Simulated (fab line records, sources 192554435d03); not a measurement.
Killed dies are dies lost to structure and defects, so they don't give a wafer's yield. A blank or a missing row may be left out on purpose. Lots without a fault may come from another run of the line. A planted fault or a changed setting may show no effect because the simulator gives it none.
Problem report in the 8D (eight disciplines) form, filled by code | flow n5_finfet | the parts of the form that need people (team, actions taken, sign-off) are left out

1. THE PROBLEM
bias_w at N5_GATE_CUT_ETCH_56 reads a mean of 76.86 W on 6 wafers of 2 lots; wafers without a fault read 59.99 W with a standard deviation of 0.17. That is +99 or more standard deviations from the usual mean.
The step: etches TiN in Cl2/Ar, target depth 21.6 nm.
First seen on wafer L316.4, day 7 13:20, on rie_metal-01. The record holds 17 wafers of 6 lots with a number at this step. Rule for "out", or "out of limits": more than 4 standard deviations from the usual mean. The other wafers with a number count as sound.

2. WHAT IT IS AND WHAT IT IS NOT
question                    | is                     | is not
which readings at this step | bias_w                 | drypump_motor_current_A, oes_product_au, throttle_valve_pct
which lots                  | L316, L319             | L304, L308, L320, L325
which wafers of those lots  | all that have a number | -
read on which tools         | rie_metal-01           | rie_metal-02, rie_metal-03
when                        | from day 7 13:20       | up to then (5 sound wafers); but 6 sound wafers of L320, L325 came after

3. SUSPECTS, AND WHAT RULES EACH OUT
Counting: a tool at a process step up to the reading stays a suspect if it ran every lot that is out and no sound lot after the first of them.
- plasma_asher-01 at N5_HKMG_FIN_STRIP_69 (strips in N2/H2, time 360 s): ruled out as a lasting fault. Sound lots L320, L325 ran on it after its first lot that is out, L316 (day 7 11:35).
- cmp-02 at N5_HKMG_FIN_CMP_94 (polishes, stops on SiNx, t overpolish 4.7 s, target thk 43.299 nm): ruled out as a lasting fault. Sound lots L320, L325 ran on it after its first lot that is out, L316 (day 7 12:54).
- rie_metal-01 at N5_GATE_CUT_ETCHBACK_00 (etches W in SF6/Cl2): kept. It ran every lot that is out, first L316 (day 7 13:13), and no sound lot after that; its last sound lot up to then is L308 (day 5 08:14).
- rie_metal-01 at N5_GATE_CUT_ETCH_56 (etches TiN in Cl2/Ar, target depth 21.6 nm): kept. It ran every lot that is out, first L316 (day 7 13:20), and no sound lot after that; its last sound lot up to then is L308 (day 5 08:22). Its own readings are out on those wafers: bias_w.
Left after counting: rie_metal-01 at N5_GATE_CUT_ETCHBACK_00, rie_metal-01 at N5_GATE_CUT_ETCH_56.

4. THE CAUSE (what the simulator had put in)
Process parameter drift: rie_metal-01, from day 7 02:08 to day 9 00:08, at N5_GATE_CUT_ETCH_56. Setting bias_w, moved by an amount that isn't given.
Counting left 2 suspects, and this tool is among them.

5. THE CHAIN OF EFFECTS, in route order
Each row: a reading whose mean over the struck wafers that have a number lies more than 3 standard deviations from the usual. Only readings for which the record gives a usual standard deviation are gone through. hours: the time from each lot's start at the first step in this table that gives one to its start at this step, as a median over the lots. sigmas: the change in usual standard deviations.
hours | step                | reading | usual   | on struck wafers | change | sigmas
0     | N5_GATE_CUT_ETCH_56 | bias_w  | 59.99 W | 76.86            | +16.87 | +99 or more
The process steps in it:
- N5_GATE_CUT_ETCH_56: etches TiN in Cl2/Ar, target depth 21.6 nm.
Later measuring or inspecting steps at which every struck wafer that the step has a row for has a number for every such reading, and none has moved that far: N5_BEOL_M4_RC_MEAS_101.

6. WHAT WOULD HAVE CAUGHT IT SOONER
In this record the first reading out of limits was taken at day 7 13:20, 11 hours after the fault began at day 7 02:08.
